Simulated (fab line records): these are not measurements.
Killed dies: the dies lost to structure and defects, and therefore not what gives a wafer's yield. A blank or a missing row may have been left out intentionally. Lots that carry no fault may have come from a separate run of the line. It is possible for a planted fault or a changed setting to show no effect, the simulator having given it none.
Matching of chambers ; flow n5_finfet ; N5_BEOL_M12_ETCH_59 on rie_diel-04: 4 sister chambers
The step etches BARC in N2/H2, target depth 89 nm, overetch 26.7 nm, time 67.9 s. 8 wafers are shown with their chamber, then 10 later ones without.

## WAFERS, EACH WITH ITS CHAMBER
wafer;chamber;showerhead_plenum_p_Torr (Torr);drypump_motor_current_A (A)
L079.3;2;2.57;5.8
L079.4;0;2.55;4.8
L081.2;1;2.62;5.9
L081.5;1;2.62;5.9
L082.1;0;2.54;4.7
L082.5;3;2.41;5.8
L089.1;3;2.40;5.8
L089.2;2;2.56;5.8

## WAFERS WHOSE CHAMBER IS MISSING
wafer;showerhead_plenum_p_Torr (Torr);drypump_motor_current_A (A)
L089.3;2.54;4.7
L093.1;2.60;5.9
L093.5;2.56;5.8
L093.6;2.60;6.0
L095.2;2.60;5.9
L095.3;2.55;5.8
L095.4;2.53;4.8
L097.1;2.52;4.7
L097.2;2.55;5.8
L097.3;2.39;5.8

## WHICH CHAMBER EACH ONE RAN IN
wafer;from the rows above;in truth
L089.3;0;0
L093.1;1;1
L093.5;2;2
L093.6;1;1
L095.2;1;1
L095.3;2;2
L095.4;0;0
L097.1;0;0
L097.2;2;2
L097.3;3;3
Placed correctly: 10 of 10. Can't be placed from these rows: 0. 0 placed wrongly.
How it was worked out, from the rows above alone: a wafer's distance from a chamber is the root of the sum, over the readings, of the square of ((its reading less the chamber's mean) divided by the reading's scatter). The wafer belongs to the nearest chamber; if the next one is less than 2 further off, it can't be placed. Each chamber's mean is taken over the wafers shown for it. How the scatter is found: for the shown wafers, subtract from each reading the mean of its chamber, square and add these, divide the total by (wafers less chambers), then take the root.
